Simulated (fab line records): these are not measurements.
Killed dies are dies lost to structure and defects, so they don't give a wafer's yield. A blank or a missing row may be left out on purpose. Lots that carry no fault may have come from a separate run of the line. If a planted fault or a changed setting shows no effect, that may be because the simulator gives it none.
A single fault, viewed from 2 desks | flow nand_harc | numbers are kept per desk, each desk with only its own; the story behind them comes last

FOR THE TOOL OWNER'S DESK: arfi_scanner-01
The tool's own readings at NHARC_A_SGD_CUT_EXPOSE_06 (exposes mask SGD): means of the sampled wafers that have a number, for each lot that ran on this tool. If a lot's mean is further than 4 standard deviations from the usual mean, the lot is out of limits and carries the mark OUT (the distance appears in the brackets).
Columns: A = exposure_dose_mJ_cm2 at NHARC_A_SGD_CUT_EXPOSE_06, usual 85.63; B = stage_vel_mm_s at NHARC_A_SGD_CUT_EXPOSE_06, usual 500.04 mm/s
lot  | first seen here | A               | B
L592 | day 13 13:33    | 85.95           | 499.97
L595 | day 14 04:04    | 85.84           | 500.17
L597 | day 14 14:40    | 88.40 (+18) OUT | 500.06
L601 | day 16 06:43    | 87.79 (+14) OUT | 500.21
Finding of this desk: L597, L601 out of limits; the first was L597 at day 14 14:40, on exposure_dose_mJ_cm2 at NHARC_A_SGD_CUT_EXPOSE_06. Within limits: L592, L595.

FROM THE METROLOGY DESK
What the gauges read for every lot (on any tool): the sampled wafers with a number, averaged. If a lot's mean is further than 4 standard deviations from the usual mean, the lot is out of limits and carries the mark OUT (the distance appears in the brackets).
Columns: A = cd_nm at NHARC_A_SGD_CUT_CD_MEAS_09, usual 100.3 nm
lot  | first seen here | A
L592 | day 13 13:41    | 100.4
L595 | day 14 04:12    | 100.0
L597 | day 14 14:49    | 102.3 (+4.4) OUT
L601 | day 16 06:51    | 101.7
L604 | day 16 15:12    | 101.1
L607 | day 17 18:14    | 100.2
L605 | day 17 18:22    | 100.5
L606 | day 17 23:48    | 100.3
L609 | day 18 00:16    | 101.0
L611 | day 18 14:10    | 99.8
L612 | day 18 15:10    | 99.6
L614 | day 19 16:27    | 100.5
Finding of this desk: L597 out of limits; the first was L597 at day 14 14:49, on cd_nm at NHARC_A_SGD_CUT_CD_MEAS_09. Within limits: L592, L595, L601, L604, L607, L605, L606, L609, L611, L612, L614.

TAKEN TOGETHER
On L597, L601, at day 14 14:40, an alarm was possible from the tool owner's desk.
Metrology desk: alarm possible at day 14 14:49 on L597.
The metrology desk holds a record of L601, inside its limits.
The lots listed all ran NHARC_A_SGD_CUT_EXPOSE_06 on arfi_scanner-01.

WHAT WAS PUT IN BY THE SIMULATOR
Process parameter drift: arfi_scanner-01, from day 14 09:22 on, at NHARC_A_SGD_CUT_EXPOSE_06. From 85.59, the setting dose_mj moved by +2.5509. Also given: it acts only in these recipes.
Shown lots that were struck: L597, L601.
Time in hours from fault onset to the first out-of-limits reading at each desk: tool owner's desk 5, metrology desk 5.
